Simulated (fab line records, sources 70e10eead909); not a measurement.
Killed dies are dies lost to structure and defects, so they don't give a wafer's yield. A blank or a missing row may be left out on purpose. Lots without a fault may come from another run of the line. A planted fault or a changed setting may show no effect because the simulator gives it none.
Which tool did it? | flow nand_harc | 12 lots, 36 wafers sampled, at 4 steps of a route of 1159

WHAT THE GAUGES READ, wafer by wafer
The record holds no reading of a measuring or inspecting step that can be judged against a usual standard deviation.

WHICH TOOL RAN EACH LOT (tool, then ch and the chambers of the sampled wafers, then the start)
lot  | NHARC_A_STAIRCASE_STRIP_295                   | NHARC_A_STAIRCASE_STRIP_476        | NHARC_A_STAIRCASE_ALD_420        | NHARC_A_STAIRCASE_DESCUM_443
L698 | rie_diel-02 ch 0,1,3, day 11 22:32 or earlier | rie_diel-04 ch 1,3, day 11 22:32   | ald_hk-04 ch 0,1,3, day 12 02:35 | rie_diel-05 ch 0,3, day 13 14:52
L697 | rie_diel-05 ch 0,1,3, day 12 03:25 or earlier | rie_diel-02 ch 0,1,3, day 12 03:25 | ald_hk-04 ch 0,2,3, day 12 08:16 | rie_diel-04 ch 0,1, day 13 15:28
L699 | rie_diel-05 ch 0,2,3, day 12 13:50 or earlier | rie_diel-05 ch 0,1,2, day 12 13:50 | ald_hk-03 ch 2,3, day 12 17:41   | rie_diel-05 ch 2,3, day 14 03:19
L700 | rie_diel-04 ch 1,2,3, day 12 15:13 or earlier | rie_diel-05 ch 0,2,3, day 12 15:13 | ald_hk-04 ch 0,1,3, day 12 17:42 | rie_diel-02 ch 0,1,2, day 14 03:27
L702 | rie_diel-02 ch 0,1, day 13 21:33 or earlier   | rie_diel-05 ch 0,1,2, day 13 21:33 | ald_hk-02 ch 0,1,2, day 14 01:43 | rie_diel-02 ch 1,2,3, day 15 08:07
L710 | rie_diel-05 ch 0,1,2, day 15 08:05 or earlier | rie_diel-04 ch 0,2,3, day 15 08:05 | ald_hk-02 ch 0,1,2, day 15 12:20 | rie_diel-04 ch 0,2,3, day 16 21:19
L708 | rie_diel-05 ch 0,2, day 15 09:58 or earlier   | rie_diel-04 ch 1,2, day 15 09:58   | ald_hk-02 ch 1,3, day 15 13:27   | rie_diel-05 ch 0,1,2, day 16 21:32
L716 | rie_diel-05 ch 1,3, day 16 10:37 or earlier   | rie_diel-05 ch 1,2, day 16 10:37   | ald_hk-03 ch 0,1,3, day 16 15:29 | rie_diel-04 ch 0,1,3, day 18 02:43
L715 | rie_diel-05 ch 2,3, day 16 21:20 or earlier   | rie_diel-02 ch 0,1,3, day 16 21:20 | ald_hk-03 ch 1,3, day 17 02:30   | rie_diel-02 ch 0,1,3, day 18 21:25
L718 | rie_diel-02 ch 0,1, day 17 03:22 or earlier   | rie_diel-02 ch 0,3, day 17 03:22   | ald_hk-03 ch 0,1, day 17 07:17   | rie_diel-04 ch 0,1,3, day 18 21:40
L719 | rie_diel-02 ch 1,2,3, day 17 07:58 or earlier | rie_diel-02 ch 0,1,3, day 17 07:58 | ald_hk-03 ch 0,1,2, day 17 11:50 | rie_diel-05 ch 0,1,3, day 19 04:25
L720 | rie_diel-04 ch 0,1,3, day 17 19:48 or earlier | rie_diel-04 ch 0,1,3, day 17 19:48 | ald_hk-04 ch 0,1,3, day 17 23:43 | rie_diel-02 ch 1,2,3, day 19 13:41
- NHARC_A_STAIRCASE_STRIP_295: strips in O2.
- NHARC_A_STAIRCASE_STRIP_476: strips in O2, time 20 s.
- NHARC_A_STAIRCASE_ALD_420: deposits SiO2, target thk 20 nm, pulse time 6 s, ald cycles 200.
- NHARC_A_STAIRCASE_DESCUM_443: chemistry O2, time 3 s.

WHAT THE TOOLS THEMSELVES READ (means of the sampled wafers that have a number; where no wafer has one, the mark that the record gives instead)
NHARC_A_STAIRCASE_STRIP_295.
lot  | tool        | drypump_motor_current_A (A) | oes_product_au (a.u.) | rf_vpp_V (V) | showerhead_plenum_p_Torr (Torr) | throttle_valve_pct (%)
L698 | rie_diel-02 | 5.5                         | 1.002                 | 57.6         | 3.58                            | 17.024
L697 | rie_diel-05 | 5.6                         | 0.978                 | 57.3         | 3.47                            | 17.033
L699 | rie_diel-05 | 5.4                         | 0.996                 | 57.8         | 3.52                            | 17.027
L700 | rie_diel-04 | 5.5                         | 0.999                 | 58.6         | 3.65                            | 17.032
L702 | rie_diel-02 | 5.7                         | 0.997                 | 58.1         | 3.64                            | 17.043
L710 | rie_diel-05 | 5.8                         | 0.992                 | 58.4         | 3.43                            | 17.038
L708 | rie_diel-05 | 5.5                         | 0.991                 | 56.9         | 3.47                            | 17.036
L716 | rie_diel-05 | 5.5                         | 0.986                 | 57.4         | 3.52                            | 17.029
L715 | rie_diel-05 | 5.2                         | 0.989                 | 57.7         | 3.57                            | 17.040
L718 | rie_diel-02 | 5.7                         | 0.994                 | 58.1         | 3.63                            | 17.039
L719 | rie_diel-02 | 5.7                         | 0.992                 | 58.3         | 3.54                            | 17.033
L720 | rie_diel-04 | 5.6                         | 0.991                 | 58.8         | 3.59                            | 17.029

NHARC_A_STAIRCASE_STRIP_476.
lot  | tool        | drypump_motor_current_A (A) | oes_product_au (a.u.) | rf_vpp_V (V) | showerhead_plenum_p_Torr (Torr) | throttle_valve_pct (%)
L698 | rie_diel-04 | 5.6                         | 0.994                 | 57.8         | 3.73                            | 17.035
L697 | rie_diel-02 | 5.5                         | 0.996                 | 58.0         | 3.58                            | 17.043
L699 | rie_diel-05 | 5.8                         | 0.993                 | 58.1         | 3.44                            | 17.032
L700 | rie_diel-05 | 5.3                         | 0.988                 | 57.8         | 3.52                            | 17.044
L702 | rie_diel-05 | 5.8                         | 0.994                 | 56.6         | 3.43                            | 17.031
L710 | rie_diel-04 | 5.4                         | 1.001                 | 57.6         | 3.53                            | 17.031
L708 | rie_diel-04 | 5.4                         | 1.003                 | 59.0         | 3.69                            | 17.032
L716 | rie_diel-05 | 6.0                         | 0.989                 | 57.2         | 3.46                            | 17.037
L715 | rie_diel-02 | 5.5                         | 1.003                 | 58.0         | 3.55                            | 17.039
L718 | rie_diel-02 | 5.1                         | 0.993                 | 57.6         | 3.55                            | 17.039
L719 | rie_diel-02 | 5.5                         | 0.990                 | 58.4         | 3.55                            | 17.039
L720 | rie_diel-04 | 5.6                         | 0.996                 | 58.0         | 3.59                            | 17.039

NHARC_A_STAIRCASE_ALD_420.
lot  | tool      | heater_power_w (W) | precursor_pulse_height_rel
L698 | ald_hk-04 | 529                | 1.002
L697 | ald_hk-04 | 495                | 0.995
L699 | ald_hk-03 | 429                | 1.004
L700 | ald_hk-04 | 528                | 0.995
L702 | ald_hk-02 | 454                | 0.991
L710 | ald_hk-02 | 455                | 1.010
L708 | ald_hk-02 | 434                | 0.993
L716 | ald_hk-03 | 517                | 1.007
L715 | ald_hk-03 | 489                | 0.968
L718 | ald_hk-03 | 586                | 0.983
L719 | ald_hk-03 | 529                | 1.016
L720 | ald_hk-04 | 520                | 0.999

NHARC_A_STAIRCASE_DESCUM_443.
lot  | tool        | drypump_motor_current_A (A) | oes_product_au (a.u.) | rf_vpp_V (V) | showerhead_plenum_p_Torr (Torr) | throttle_valve_pct (%)
L698 | rie_diel-05 | 5.1                         | 0.992                 | 58.7         | 1.93                            | 11.318
L697 | rie_diel-04 | 5.5                         | 1.003                 | 57.5         | 1.99                            | 11.319
L699 | rie_diel-05 | 5.4                         | 0.998                 | 57.6         | 1.92                            | 11.315
L700 | rie_diel-02 | 5.9                         | 0.996                 | 58.0         | 1.97                            | 11.312
L702 | rie_diel-02 | 5.6                         | 1.000                 | 57.6         | 1.93                            | 11.308
L710 | rie_diel-04 | 5.4                         | 1.002                 | 57.8         | 1.91                            | 11.316
L708 | rie_diel-05 | 5.8                         | 0.997                 | 57.6         | 1.85                            | 11.317
L716 | rie_diel-04 | 5.5                         | 0.997                 | 57.3         | 1.95                            | 11.307
L715 | rie_diel-02 | 5.4                         | 0.995                 | 57.1         | 1.92                            | 11.314
L718 | rie_diel-04 | 5.5                         | 0.996                 | 56.8         | 1.95                            | 11.311
L719 | rie_diel-05 | 5.6                         | 0.988                 | 58.5         | 1.86                            | 11.309
L720 | rie_diel-02 | 5.6                         | 0.985                 | 57.3         | 1.92                            | 11.313

THE ANSWER, worked out from the rows above alone
Rule: what is usual is taken from the lots themselves. Put in order of their means at a reading, lots are off if they are a third of the lots or fewer, leave a main group of 4 or more, and stand apart from it by a gap of 3 or more times the standard deviation of the main group's means; of several such gaps the widest counts. A main group whose means are all the same, to the digits that the tables above print for the reading, isn't used. A lot without any number at a reading at which 4 lots or more have one is off too. The other lots that the step has rows for count as sound. The gauges are gone through in route order, then the tools' own readings, and for those a lot's mean is taken as printed above. The first step at which some lot is off is used, and at that step the reading that is off furthest; a lot without a number counts as furthest.
No lot is off at any reading shown: from this, nothing can be told.

WHAT THE SIMULATOR HAD PUT IN
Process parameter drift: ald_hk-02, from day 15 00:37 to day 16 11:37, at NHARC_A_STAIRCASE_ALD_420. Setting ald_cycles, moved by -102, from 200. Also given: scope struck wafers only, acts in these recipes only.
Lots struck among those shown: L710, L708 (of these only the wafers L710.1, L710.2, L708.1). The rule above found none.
